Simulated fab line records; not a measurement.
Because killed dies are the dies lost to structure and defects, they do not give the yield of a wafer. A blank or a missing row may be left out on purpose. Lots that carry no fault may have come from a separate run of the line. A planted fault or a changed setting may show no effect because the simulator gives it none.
fab line records :: flow n5_finfet
record
  lots=4
  wafers=12
  last_day=15
route steps=1938 shown BEOL_M11@1572 BEOL_M12@1602 PASSIVATION@1936
lots with no fault: from the same line, run without faults
start_h: hours from the record's first day to the start of the lot's first wafer shown :: wait_h: hours from the lot's prior step to this one :: " as in the row above :: L1.1+2: one row covering several wafers at once :: - value missing, or start not given :: * or withheld: withheld :: < > ~ a bound
route shown NAME@n: a module of which the file shows steps, and the number in the route of the first :: usual: mean/standard deviation of fault-free wafers :: same: alike in all rows :: chamber/n: place in a boat :: sites: the reading at each site :: _std_site: the standard deviation of these :: _edge_site: the outer-site mean with the inner-site mean subtracted :: radius_mm: how far each site lies from the wafer's centre :: mask NAME#n: copy n :: behind: the most recent tool/chamber to have shaped the wafer :: hold: why the lot went on hold/how many hours it stayed there/how the hold came to an end :: device: names the non-switching transistor (n, p or np) :: end of line: the route-end tests of the same wafers :: a step given without rows: its recipe and nothing more :: killed: the dies lost at the first sort to structure and to defects; this is not the yield of the wafer :: map: a wafer's dies, x killed, . not, _ none there
set.NAME: the setting as run; set.NAME@STEP: as run at that earlier step :: model.NAME: the simulator's own value behind a step, which no gauge read
a table for each step, a row for each wafer; lots at some steps of the route
## steps
# step N5_BEOL_M11_ETCH_65
# recipe
  chemistry=CF4
  target=SiARC
  target_depth_a=390
  mask_material=CAR-ArF
  time_s=65
  ion_energy_ev=80
  pressure_mtorr=40
  source_w=545
  bias_w=36
  Ar_flow_sccm=100
  cf4_flow_sccm=100
  ends=cleared
# step N5_BEOL_M11_ETCH_66
# recipe
  chemistry=N2/H2
  target=SOC
  target_depth_a=1200
  overetch_a=240
  mask_material=SiARC
  temp_c=40
  time_s=180
  ion_energy_ev=200
  pressure_mtorr=30
  source_w=840
  bias_w=150
  n2_flow_sccm=200
  h2_flow_sccm=200
# step N5_BEOL_M11_STRIP_69
# recipe
  chemistry=N2/H2
  temp_c=40
  n2_flow_sccm=200
  h2_flow_sccm=200
  rf_frequency_hz=6e+07
# step N5_BEOL_M11_VIA_ETCH_34
# recipe
  chemistry=C4F6/O2
  target=SiCOH_lowk
  target_depth_a=1845
  mask_material=SOC
  taper_deg=4
  time_s=69.2
  ion_energy_ev=250
  pressure_mtorr=30
  source_w=345
  bias_w=185
  Ar_flow_sccm=300
  C4F6_flow_sccm=10
  O2_flow_sccm=10
# step N5_BEOL_M11_STRIP_73
# recipe
  chemistry=C4F6/O2
  resist=SiARC
  rf_frequency_hz=6e+07
# step N5_BEOL_M11_STRIP_36
# recipe
  chemistry=N2/H2
  power_w=450
  temp_c=40
  pressure_mtorr=20
  rf_frequency_hz=6e+07
  overash_fraction=0.3
  bias_power_w=7
  h2_frac=0.5
  n2_flow_sccm=200
  h2_flow_sccm=200
# step N5_BEOL_M11_TRENCH_ETCH_37
# recipe
  chemistry=C4F6/O2
  target_depth_a=1488.3
  target=SiCOH_lowk
  time_s=48
  ion_energy_ev=250
  pressure_mtorr=30
  source_w=345
  bias_w=185
  Ar_flow_sccm=300
  C4F6_flow_sccm=10
  O2_flow_sccm=10
# step N5_BEOL_M11_ETCH_41
# recipe
  chemistry=CH3F/O2
  target=SiCN
  target_depth_a=426
  taper_deg=2
  time_s=86
  ion_energy_ev=120
  mask_material=TiN
  pressure_mtorr=30
  source_w=395
  bias_w=75
  Ar_flow_sccm=150
  CH3F_flow_sccm=30
  O2_flow_sccm=20
# step N5_BEOL_M11_STRIP_77
# recipe
  chemistry=N2/H2
  time_s=10
  power_w=450
  temp_c=40
  pressure_mtorr=20
  rf_frequency_hz=6e+07
  bias_power_w=7
  n2_flow_sccm=200
  h2_flow_sccm=200
# step N5_BEOL_M11_HM_STRIP_39
# recipe
  chemistry=peroxide_tin_strip
  material=TiN
  target_depth_a=250
  temp_c=50
  time_s=158
# step N5_BEOL_M11_SRD_40
# recipe
  time_s=30
  temp_c=23
  rinse_liquid=diw
  dry=ipa_marangoni
# step N5_BEOL_M11_PRECLEAN_42
# recipe
  chemistry=residue_remover
  time_s=60
  temp_c=40
lot.wafer: L285.1+2+6
tool: wet_bench-06
chamber: 6,5,3
start_h: 258.56
wait_h: 0.0

lot.wafer: L288.1+2+5
tool: wet_bench-06
chamber: 6,0,4
start_h: 290.27
wait_h: 0.0

lot.wafer: L289.2+4+6
tool: wet_bench-05
chamber: 6,7,0
start_h: 290.48
wait_h: 0.0

lot.wafer: L291.3+5+6
tool: wet_bench-06
chamber: 6,5,1
start_h: 307.78
wait_h: 0.0
# step N5_BEOL_M11_SRD_43
# recipe
  time_s=30
  temp_c=23
  rinse_liquid=diw
  dry=ipa_marangoni
# step N5_BEOL_M11_CURE_72
# recipe
  temp_c=370
  time_s=120
  ambient=DMADMS/He
  material=SiCOH_lowk
# step N5_BEOL_M11_DEGAS_44
# recipe
  ambient=vacuum
  temp_c=250
  time_s=60
# step N5_BEOL_M11_PRE_CLEAN_45
# recipe
  gas=H2/He
  time_s=30
  temp_c=250
# step N5_BEOL_M11_ALD_74
# recipe
  material=TaN
  target_thk_a=20
  temp_c=275
  ald_precursor_family=PDMAT
  ald_co_reactant=NH3
  pressure_torr=3
  carrier_flow_sccm=1500
  pulse_time_s=2
  purge_time_s=3
  co_reactant_purge_time_s=2
  co_reactant_pulse_time_s=3
  ald_cycles=40
  precursor_vessel_temp_c=75
  precursor_vessel_pressure_torr=26.25
  precursor_vessel_carrier_sccm=1000
# step N5_BEOL_M11_SURFACE_TREAT_76
# recipe
  gas=Ar
  time_s=*
  ion_energy_ev=*
  ion_current_ma_cm2=0.5
  pressure_mtorr=*
  ar_flow_sccm=30
# step N5_BEOL_M11_CVD_75
# recipe
  material=Co
  target_thk_a=20
  temp_c=withheld
  precursor=CCTBA/H2
  pressure_torr=30
  time_s=138.9
# step N5_BEOL_M11_SPUTTER_48
# recipe
  material=Cu
  target_thk_a=120
  temp_c=-20
  bias_v=60
  power_w=26000
  chamber_pressure_pa=0.13
  time_s=2
# step N5_BEOL_M11_ECD_50
# recipe
  material=Cu
  target_thk_a=3180
# step N5_BEOL_M11_ANNEAL_51
# recipe
  temp_c=225
  time_s=90
  ambient=N2
# step N5_BEOL_M11_CMP_52
# recipe
  stop_on=SiCOH_lowk
  t_overpolish_s=7
  down_force_psi=1
  platen_rpm=50
  clearing_platen_down_force_psi=1.5
  clearing_platen_rpm=50
  post_cmp_clean=cu_alkaline
  target_thk_nm=140
  clearing_platen_pad_velocity_m_s=0.99484
  pad_velocity_m_s=0.99484
# step N5_BEOL_M11_PRE_CLEAN_55
# recipe
  gas=NH3
  time_s=15
  temp_c=withheld
  rf_power_w=300
# step N5_BEOL_M11_DEP_56
# recipe
  material=SiCN
  target_thk_a=300
  temp_c=withheld
  precursor=3MS/NH3
  pressure_torr=3
  rf_w=675
  time_s=10.5
# step N5_BEOL_M12_ILD_DEP_00
# recipe
  material=SiOC
  target_thk_a=6589.2
  temp_c=350
  precursor=DEMS/O2
  pressure_torr=5
  rf_w=500
  time_s=130.7
# step N5_BEOL_M12_COAT_58
# recipe
  resist=BARC
  temp_c=205
  time_s=60
  spin_rpm=1500
  resist_thk_nm=89
# step N5_BEOL_M12_COAT_04
# recipe
  spin_rpm=1625
  resist_thk_nm=400
# step N5_BEOL_M12_EBR_06
# recipe
  solvent=PGMEA
  ebr_width_mm=1.5
# step N5_BEOL_M12_SOFTBAKE_05
# recipe
  temp_c=130
  time_s=60
# step N5_BEOL_M12_EXPOSE_07
# recipe
  mask_id=V11
  na=0.93
  source_shape=conventional
  sigma_outer=0.6
  polarization=unpolarized
  attpsm_phase_deg=180
  dose_mj=32.5
# step N5_BEOL_M12_PEB_08
# recipe
  peb_temp_c=130
  peb_time_s=90
# step N5_BEOL_M12_DEVELOP_09
# recipe
  develop_time_s=45
  rinse_liquid=diw
  dry=air_spin
  dev_temp_c=21
# step N5_BEOL_M12_HARDBAKE_14
# recipe
  temp_c=130
  time_s=120
# step N5_PASSIVATION_PROBE_49
# usual
  defect_limited_yield=91.4/1.5
  killed_at_M0_to_M3=31/11
  killed_at_M4_up=13/5.5
  killed_at_contacts=13/6.3
  killed_at_front_end=40/13
  killed_at_other=3.3/2.6
  killed_dies=101/18
  killed_open=67/13
  killed_short=33/7.9
  sort_bin_5_function=5.1/1
  sort_bin_6_memory=3.2/0.68
  sort_n_pass=1079/18
  sort_yield_pct=91.4/1.5
# same
  gross_dies=1180
  killed_at_back_side=0
  sort_bin_4_leakage[%]=0
  sort_bin_8_speed[%]=0
lot.wafer: L285.1
tool: prober-02
chamber: -
start_h: 297.76
wait_h: 0.0
defect_limited_yield[%]: 92.2
killed_at_M0_to_M3: 32
killed_at_M4_up: 11
killed_at_contacts: 10
killed_at_front_end: 37
killed_at_other: 2
killed_dies: 92
killed_open: 64
killed_short: 28
sort_bin_5_function[%]: 4.3
sort_bin_6_memory[%]: 3.3
sort_n_pass: 1088
sort_yield_pct[%]: 92.2

lot.wafer: L285.2
tool: prober-02
chamber: -
start_h: 297.81
wait_h: 0.1
defect_limited_yield[%]: 91.6
killed_at_M0_to_M3: 29
killed_at_M4_up: 18
killed_at_contacts: 9
killed_at_front_end: 41
killed_at_other: 2
killed_dies: 99
killed_open: 69
killed_short: 29
sort_bin_5_function[%]: 4.7
sort_bin_6_memory[%]: 3.4
sort_n_pass: 1081
sort_yield_pct[%]: 91.6

lot.wafer: L285.6
tool: prober-02
chamber: -
start_h: 298.01
wait_h: 0.3
defect_limited_yield[%]: 93.4
killed_at_M0_to_M3: 23
killed_at_M4_up: 14
killed_at_contacts: 11
killed_at_front_end: 30
killed_at_other: 0
killed_dies: 78
killed_open: 52
killed_short: 26
sort_bin_5_function[%]: 3.7
sort_bin_6_memory[%]: 2.7
sort_n_pass: 1102
sort_yield_pct[%]: 93.4

lot.wafer: L288.1
tool: prober-01
chamber: -
start_h: 331.20
wait_h: 0.0
defect_limited_yield[%]: 80.2
killed_at_M0_to_M3: 36
killed_at_M4_up: 132
killed_at_contacts: 23
killed_at_front_end: 37
killed_at_other: 6
killed_dies: 234
killed_open: 74
killed_short: 36
sort_bin_5_function[%]: 13.0
sort_bin_6_memory[%]: 4.2
sort_n_pass: 946
sort_yield_pct[%]: 80.2

lot.wafer: L288.2
tool: prober-01
chamber: -
start_h: 331.25
wait_h: 0.1
defect_limited_yield[%]: 81.4
killed_at_M0_to_M3: 29
killed_at_M4_up: 142
killed_at_contacts: 17
killed_at_front_end: 27
killed_at_other: 4
killed_dies: 219
killed_open: 57
killed_short: 36
sort_bin_5_function[%]: 12.2
sort_bin_6_memory[%]: 3.6
sort_n_pass: 961
sort_yield_pct[%]: 81.4

lot.wafer: L288.5
tool: prober-01
chamber: -
start_h: 331.40
wait_h: 0.2
defect_limited_yield[%]: 80.1
killed_at_M0_to_M3: 36
killed_at_M4_up: 155
killed_at_contacts: 17
killed_at_front_end: 16
killed_at_other: 11
killed_dies: 235
killed_open: 64
killed_short: 28
sort_bin_5_function[%]: 12.8
sort_bin_6_memory[%]: 4.3
sort_n_pass: 945
sort_yield_pct[%]: 80.1

lot.wafer: L291.3
tool: prober-02
chamber: -
start_h: 351.51
wait_h: 0.1
defect_limited_yield[%]: 83.6
killed_at_M0_to_M3: 16
killed_at_M4_up: 143
killed_at_contacts: 6
killed_at_front_end: 26
killed_at_other: 2
killed_dies: 193
killed_open: 44
killed_short: 21
sort_bin_5_function[%]: 10.3
sort_bin_6_memory[%]: 3.4
sort_n_pass: 987
sort_yield_pct[%]: 83.6

lot.wafer: L291.5
tool: prober-02
chamber: -
start_h: 351.61
wait_h: 0.2
defect_limited_yield[%]: 86.0
killed_at_M0_to_M3: 24
killed_at_M4_up: 105
killed_at_contacts: 4
killed_at_front_end: 29
killed_at_other: 3
killed_dies: 165
killed_open: 38
killed_short: 32
sort_bin_5_function[%]: 8.9
sort_bin_6_memory[%]: 3.3
sort_n_pass: 1015
sort_yield_pct[%]: 86.0

lot.wafer: L291.6
tool: prober-02
chamber: -
start_h: 351.66
wait_h: 0.3
defect_limited_yield[%]: 85.4
killed_at_M0_to_M3: 24
killed_at_M4_up: 97
killed_at_contacts: 13
killed_at_front_end: 35
killed_at_other: 3
killed_dies: 172
killed_open: 61
killed_short: 28
sort_bin_5_function[%]: 8.1
sort_bin_6_memory[%]: 4.6
sort_n_pass: 1008
sort_yield_pct[%]: 85.4
# killed by level:class
L285.1 STI_FIN_REVEAL:geometric_particle:open=10 BEOL_M3:geometric_particle:open=9 MOL_CONTACT_COAG:geometric_particle:open=7 BEOL_M1:geometric_particle:open=6 STARTING-WAFER:geometric_particle:short=6 FIN_SAQP:geometric_particle:open=5 FIN_SAQP:geometric_particle:short=5 BEOL_M0:geometric_particle:open=5
L285.2 STI_FIN_REVEAL:geometric_particle:open=10 FIN_SAQP:geometric_particle:open=8 BEOL_M4:geometric_particle:open=7 BEOL_M3:geometric_particle:open=6 BEOL_M4:geometric_particle:short=6 DUMMY_GATE:geometric_particle:open=5 MOL_CONTACT_COAG:geometric_particle:open=5 BEOL_M1:geometric_particle:open=5
L285.6 FIN_SAQP:geometric_particle:short=9 MOL_CONTACT_COAG:geometric_particle:open=9 BEOL_M2:geometric_particle:open=7 FIN_SAQP:geometric_particle:open=6 BEOL_M4:geometric_particle:open=5 STI_FIN_REVEAL:geometric_particle:open=4 BEOL_M0_SAQP:geometric_particle:open=4 BEOL_M1:geometric_particle:open=4
L288.1 BEOL_M11:unspecified=124 MOL_CONTACT_COAG:geometric_particle:open=18 DUMMY_GATE:geometric_particle:open=11 BEOL_M1:geometric_particle:open=8 BEOL_M0_SAQP:geometric_particle:open=7 BEOL_M2:geometric_particle:open=7 DUMMY_GATE:geometric_particle:short=5 MOL_CONTACT_COAG:geometric_particle:short=5
L288.2 BEOL_M11:unspecified=126 MOL_CONTACT_COAG:geometric_particle:open=12 BEOL_M0_SAQP:geometric_particle:short=9 BEOL_M4:geometric_particle:open=7 BEOL_M2:geometric_particle:open=7 BEOL_M0_SAQP:geometric_particle:open=6 MOL_CONTACT_COAG:geometric_particle:short=5 BEOL_M4:geometric_particle:short=5
L288.5 BEOL_M11:unspecified=143 MOL_CONTACT_COAG:geometric_particle:open=14 BEOL_M2:geometric_particle:open=10 BEOL_M4:geometric_particle:open=9 BEOL_M0_SAQP:geometric_particle:open=7 BEOL_M0_SAQP:geometric_particle:short=5 BEOL_M1:geometric_particle:open=5 PASS1_CAP:geometric_particle:open=4
L291.3 BEOL_M11:unspecified=128 FIN_SAQP:geometric_particle:open=6 BEOL_M2:geometric_particle:open=6 MOL_CONTACT_COAG:geometric_particle:open=4 BEOL_M0_SAQP:geometric_particle:short=4 BEOL_M6:geometric_particle:open=4 DUMMY_GATE:geometric_particle:open=3 DUMMY_GATE:geometric_particle:short=3
L291.5 BEOL_M11:unspecified=94 FIN_SAQP:geometric_particle:short=8 BEOL_M1:geometric_particle:open=5 BEOL_M1:geometric_particle:short=4 MOL_CONTACT_COAG:geometric_particle:open=4 BEOL_M3:geometric_particle:open=4 BEOL_M3:geometric_particle:short=4 BEOL_M8:geometric_particle:open=4
L291.6 BEOL_M11:unspecified=82 MOL_CONTACT_COAG:geometric_particle:open=13 GATE_CUT:geometric_particle:short=10 FIN_SAQP:geometric_particle:open=8 FIN_SAQP:geometric_particle:short=5 BEOL_M2:geometric_particle:open=5 BEOL_M8:geometric_particle:open=5 BEOL_M4:geometric_particle:open=4
# map L288.5 (x killed, . not)
_________________............________________
______________..........x......._____________
___________.......x....x...........__________
__________.......................x.._________
________...x.......x............x....x_______
_______..........x.x......x............______
______.................................._____
_____..x......................x..........____
____...................x..................___
___............................x...........__
___.......x................x...........xx..__
__xxx.....x.x...........................x..._
__..................xx....xxx.............x._
_..............x....x..........x.....x......x
_...........x..........xxx.x........x........
_.................x.....................x....
_.....x..............x..............x........
_x......................x..x...........x.....
_......x............x..xxxxxx......x.xx......
_....x..x.......x..x...xx.xx.x...............
_.........x.......xxxxxxxxxxxx.x.x.x........x
__.....x....x...x.xx.xxxxxxxxxxxxx.x........_
__.......x.......x.xxxxxxxxxxxxxxx.....x...._
___....xx......x...xxxxxxxxxxxx..x.xx......__
___................xxxxxxxxxxxxxx.......x..__
____............x..xxxxxxxxxxxxxxx........___
_____..............xxxxxxxxxxxxxxx...x..x____
______..........x...xxxxxxxxxxxx....x..._____
_______............xxx.xx.x.xxxxx......______
________......x..x..x....xxx.........._______
__________..x........xx.......x....._________
___________....x..x.......xx.....x.__________
______________.x.x.............._____________
_________________...xx.......________________
# map L291.3 (x killed, . not)
_________________........x...________________
______________...............x.._____________
___________.........x...........x..__________
__________..........x.........x....x_________
________........x..x.................._______
_______......................x.........______
______.........xx......................._____
_____....................x.............x.____
____.....................x................___
___...................................xxx..__
___..............x......................x..__
__.....x.x............x....................._
__.....x........x...................x......._
_........................x.xx................
_.....x..................x...x.x.............
_........................x..xxx.xxx........x.
_..............x.......x...xxxxxxxxxx.x......
_...................x..xxxxxxxxxxxxxx........
_.......................xxxxxxxxxxxxx.x......
_...............x........xxxxxxxxxxxx........
_..........x............xxxxxxxxxxxxxx.x.....
__..............x.......xxxxxxxxxxxxx.x....._
__.....................x.xxxxxxxxxxxx.x.x..x_
___....x..x...........xxxxxxxxxxx.x........__
___..x..x.................x.xxxxxxxx...x...__
____..........x......x.....x.xx.x..xx.....___
_____...................x......x..x.....x____
______.....x...x........xx...........x.._____
_______x.....................x...x.....______
________.............................._______
__________x.................x......._________
___________.......x................__________
______________.......x.........._____________
_________________............________________
## key
first_sign
  step=N5_PASSIVATION_PROBE_49
  reading=killed_at_M4_up
  direction=up
  sigmas=21
  usual=13
  struck=129
effect
  step=N5_PASSIVATION_PROBE_49
  reading=defect_limited_yield
  direction=down
  sigmas=5.7
  usual=91.4
  struck=82.8
more_kills_born_at
  N5_BEOL_M11_PRECLEAN_42@wet_bench-06=697
met_at N5_BEOL_M11_PRECLEAN_42
struck_wafers L288.1,L288.2,L288.5,L291.3,L291.5,L291.6
onset_between 258.56 290.27
fault
  kind=chamber_particle_source
  tool=wet_bench-06
  chamber=-
  onset_h=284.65
  steps=N5_BEOL_M11_PRECLEAN_42
  rate_per_visit_cm2=0.94711
  end_h=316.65
